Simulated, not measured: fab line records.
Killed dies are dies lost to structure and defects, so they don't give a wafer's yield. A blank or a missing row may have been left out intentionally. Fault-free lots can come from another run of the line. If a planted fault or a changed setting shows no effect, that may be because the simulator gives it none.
The same fault as seen by 3 desks :: flow n5Finfet :: each desk holds nothing but its own numbers, with what lay behind them at the end

## AT THE TOOL OWNER'S DESK: pecvd-04
The tool's own readings at N5_BEOL_M6_ILD_DEP_00 (deposits SiCOH lowk from DEMS/porogen, target thk 179.75 nm, time 33.4 s): means of the sampled wafers that have a number, for each lot that ran on this tool. If a lot's mean is further than 4 standard deviations from the usual mean, the lot is out of limits and carries the mark OUT (the distance appears in the brackets).
Columns: A = heaterPowerOuterW at N5_BEOL_M6_ILD_DEP_00, usual 141 W; B = heaterPowerW at N5_BEOL_M6_ILD_DEP_00, usual 297 W; C = showerheadPlenumPTorr at N5_BEOL_M6_ILD_DEP_00, usual 5.731 Torr; D = showerheadVppV at N5_BEOL_M6_ILD_DEP_00, usual 1377 V; E = throttleValvePct at N5_BEOL_M6_ILD_DEP_00, usual 14.0 %
lot: L126
first seen here: day 10 04:56
A: 139
B: 312
C: 5.750
D: 1410
E: 13.7

lot: L139
first seen here: day 13 16:58
A: 164
B: 315
C: 5.745
D: 1360
E: 14.6

lot: L140
first seen here: day 13 22:40
A: 166
B: 283
C: 5.720
D: 1339
E: 15.8
This desk's verdict: no lot among the 3 shows anything out of limits.

## THE DEFECT DESK
Lot by lot, what the route's inspections counted, given as the mean of those sampled wafers with a number. If a lot's mean is further than 4 standard deviations from the usual mean, the lot is out of limits and carries the mark OUT (the distance appears in the brackets).
Columns: A = rawDefectCount at N5_BEOL_M5_INSPECT_58, usual 79; B = rawDefectCount at N5_BEOL_M6_INSPECT_13, usual 459
lot: L123
first seen here: day 9 15:28
A: 81
B: 540

lot: L126
first seen here: day 10 04:53
A: 72
B: 472

lot: L139
first seen here: day 13 16:55
A: 86
B: 398

lot: L140
first seen here: day 13 22:38
A: 79
B: 404

lot: L142
first seen here: day 14 01:02
A: 105
B: 596

lot: L143
first seen here: day 14 16:01
A: 53
B: 433
This desk's verdict: no lot among the 6 shows anything out of limits.

## THE METROLOGY DESK
Means of the sampled wafers that have a number, per lot and without regard to the tool the lot ran on: this is what the gauges read. If a lot's mean is further than 4 standard deviations from the usual mean, the lot is out of limits and carries the mark OUT (the distance appears in the brackets).
Columns: A = M5_THK at N5_BEOL_M5_THK_MEAS_53, usual 63.0 nm; B = M5_RS at N5_BEOL_M5_RS_MEAS_57, usual 0.389 ohm/sq; C = M6_ILD_THK at N5_BEOL_M6_THK_MEAS_01, usual 154.8 nm; D = cdNm at N5_BEOL_M6_CD_MEAS_11, usual 38.7 nm; E = M6_OVL at N5_BEOL_M6_OVL_MEAS_12, usual -0.1 nm; F = cdNm at N5_BEOL_M6_CD_MEAS_18, usual 40.3 nm
lot: L123
first seen here: day 9 15:09
A: 64.6
B: 0.378
C: 157.9
D: 39.5
E: 0.5
F: 40.6

lot: L126
first seen here: day 10 04:36
A: 61.3
B: 0.398
C: 153.1
D: 38.7
E: 0.5
F: 40.8

lot: L139
first seen here: day 13 16:38
A: 65.4
B: 0.375
C: 144.3 (-4.6) OUT
D: 38.8
E: 0.1
F: 40.7

lot: L140
first seen here: day 13 22:21
A: 60.2
B: 0.410
C: 136.3 (-8.0) OUT
D: 38.2
E: 0.0
F: 39.3

lot: L142
first seen here: day 14 00:45
A: 64.1
B: 0.378
C: 153.0
D: 39.1
E: 0.3
F: 40.6

lot: L143
first seen here: day 14 15:43
A: 61.8
B: 0.399
C: 158.2
D: 38.6
E: 0.2
F: 40.4
Per this desk, out of limits: L139, L140; the first was L139, day 13 17:32 (M6_ILD_THK at N5_BEOL_M6_THK_MEAS_01). L123, L126, L142, L143 stayed within limits.

## PUT TOGETHER
On L139, L140, the metrology desk was in a position to raise an alarm at day 13 17:32.
The desk of the tool owner found nothing out of limits.
The defect desk saw nothing out of limits.
Tool owner's desk: L139, L140 on record, inside its limits.
The defect desk has L139, L140 on record, within its limits.
Every lot named ran N5_BEOL_M6_ILD_DEP_00 on pecvd-04.

## WHAT THE SIMULATOR HAD PUT IN
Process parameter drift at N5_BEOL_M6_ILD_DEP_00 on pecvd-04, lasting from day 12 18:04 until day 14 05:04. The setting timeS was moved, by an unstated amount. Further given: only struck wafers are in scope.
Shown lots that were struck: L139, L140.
Hours from the fault's start to each desk's first reading out of limits: the metrology desk, 23.
